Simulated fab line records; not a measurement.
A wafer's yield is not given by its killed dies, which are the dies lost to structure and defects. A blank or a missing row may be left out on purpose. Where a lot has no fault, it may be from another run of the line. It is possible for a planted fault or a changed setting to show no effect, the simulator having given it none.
Struck lot and sound lot, side by side -- flow n5 finfet -- 37 steps out of a route of 1938
Sound: wafers L607.1, L607.2, L607.3. Struck: wafer L613.1. (L613.2, L613.3 of the same lot were not struck and are left out.) The cause comes at the end.
Each step with rows lists, per side, the tool, then ch with its chambers, then its first start. Under that, the readings that differ: sound wafers -- struck wafers -- difference of the means -- sigmas: that difference in standard deviations of wafers without a fault.
alike: readings whose means differ by less than 2 such deviations, and words and numbers that are the same on both sides. not compared: withheld readings, readings that some wafer has no value for, bounds like >300 that may hide the same value, and numbers for which the record gives no deviation and whose values overlap.
Wherever a step has rows on one side only, a row that says differs or no value, or a row with sigmas, the two part there. Numbers that don't overlap but have no deviation are shown without sigmas and don't part them. Lack of a reading on every wafer of one side parts them only where that side has two or more wafers.

first, 10 steps without rows for these wafers: N5_BEOL_M5_TRENCH_ETCH_37 (etches SiCOH lowk in C4F6/O2, target depth 71.652 nm, time 24.7 s); N5_BEOL_M5_ETCH_41 (etches SiCN in CH3F/O2, target depth 31.5 nm, time 56.7 s); N5_BEOL_M5_STRIP_91 (strips in N2/H2, time 10 s); N5_BEOL_M5_HM_STRIP_39 (strips TiN in peroxide tin strip, target depth 25 nm, time 158 s); N5_BEOL_M5_SRD_40 (time 30 s); N5_BEOL_M5_PRECLEAN_42 (cleans in residue remover, time 60 s); N5_BEOL_M5_SRD_43 (time 30 s); N5_BEOL_M5_CURE_80 (cures SiCOH lowk, time 120 s); N5_BEOL_M5_DEGAS_44 (time 60 s); N5_BEOL_M5_PRE_CLEAN_45 (time 30 s).
N5_BEOL_M5_ALD_86: deposits TaN, pulse time 2 s, purge time 3 s, co reactant purge time 2 s.
  sound on ald metal-03 ch 0,2,3, day 11 07:16; struck on ald metal-03 ch 0, day 14 14:38
reading,sound,struck,difference,sigmas
ald cycles,30 30 30,43,+13,
  alike: heater power w
  not compared: model.TaN_of_BEOL_M5_ALD_86.thk nm
then, 25 steps without rows for these wafers: N5_BEOL_M5_SURFACE_TREAT_87; N5_BEOL_M5_CVD_47 (deposits Co from CCTBA/H2, target thk 3 nm, time 216 s); N5_BEOL_M5_SPUTTER_48 (material Cu, target thk 15 nm, time 27.62 s); N5_BEOL_M5_ANNEAL_49 (time 1800 s); N5_BEOL_M5_SPUTTER_81 (material Cu, target thk 15 nm, time 27.62 s); N5_BEOL_M5_ANNEAL_82 (time 1800 s); N5_BEOL_M5_SPUTTER_83 (material Cu, target thk 15 nm, time 27.62 s); N5_BEOL_M5_ANNEAL_84 (time 1800 s); N5_BEOL_M5_SPUTTER_88 (material Cu, target thk 15 nm, time 27.62 s); N5_BEOL_M5_ANNEAL_89 (time 1800 s); N5_BEOL_M5_SPUTTER_90 (material Cu, target thk 4.5 nm, time 8.29 s); N5_BEOL_M5_ECD_50 (material Cu, target thk 300 nm); N5_BEOL_M5_ANNEAL_51 (time 90 s); N5_BEOL_M5_CMP_52 (polishes, stops on SiCOH lowk, t overpolish 6.9 s, target thk 62 nm); N5_BEOL_M5_PRE_CLEAN_77 (time 15 s); N5_BEOL_M5_CO_CAP_78 (material Co, precursor CCTBA/H2, target thk 2 nm, time 102.1 s); N5_BEOL_M5_PRE_CLEAN_55 (time 15 s); N5_BEOL_M5_DEP_56 (deposits SiCN from 3MS/NH3, target thk 8 nm, time 14 s); N5_BEOL_M6_ILD_DEP_00 (deposits SiCOH lowk from DEMS/porogen, target thk 179.75 nm, time 33.4 s); N5_BEOL_M6_CURE_74 (cures SiCOH lowk, time 240 s); N5_BEOL_M6_PECVD_70 (deposits SiO2 from TEOS/O2, target thk 20 nm, time 22.7 s); N5_BEOL_M6_HM_DEP_02 (deposits TiN, target thk 20 nm); N5_BEOL_M6_COAT_59 (time 60 s, resist thk 100 nm); N5_BEOL_M6_COAT_60 (time 60 s, resist thk 35 nm); N5_BEOL_M6_COAT_05 (resist thk 90 nm).
-- a jump in the record: the struck wafers' starts before and after are 3 days apart (it breaks off in module BEOL_M6 and resumes in module BEOL_M15, where the first step shown is number 1830 of the route) --
N5_BEOL_M15_RC_MEAS_101:
  sound on prober-02 ch 0, day 14 12:54; struck on prober-01 ch 0, day 17 23:14
reading,sound,struck,difference,sigmas
COMB_M10 (S/m),2.6e-11 1.5e-11 2.3e-11,1.3e-11,-8.3e-12,-3
COMB_M10_max_site (S/m),3.1e-11 2.2e-11 3.1e-11,1.8e-11,-1.0e-11,-2
COMB_M7 (S/m),2.3e-11 1.9e-11 2.8e-11,3.6e-11,+1.3e-11,+2
COMB_M9 (S/m),1.57e-11 2.33e-11 1.95e-11,1.17e-11,-7.80e-12,-3
SERP_M12_max_site (ohm/um),0.635 0.634 0.648,0.667,+0.028,+2
SERP_M5 (ohm/um),40.3 40.4 39.8,43.8,+3.6,+4
SERP_M5_max_site (ohm/um),41.3 42.5 41.1,45.4,+3.8,+3
  alike: COMB_M11, COMB_M11_max_site, COMB_M12, COMB_M13, COMB_M14, COMB_M15, COMB_M5, COMB_M6, COMB_M8, SERP_M10, SERP_M11, SERP_M12, SERP_M13, SERP_M14, SERP_M14_max_site, SERP_M6, SERP_M7, SERP_M8, SERP_M9

WHERE THEY PART
N5_BEOL_M15_RC_MEAS_101 only, going by this record.

WHY: what the simulator had put in
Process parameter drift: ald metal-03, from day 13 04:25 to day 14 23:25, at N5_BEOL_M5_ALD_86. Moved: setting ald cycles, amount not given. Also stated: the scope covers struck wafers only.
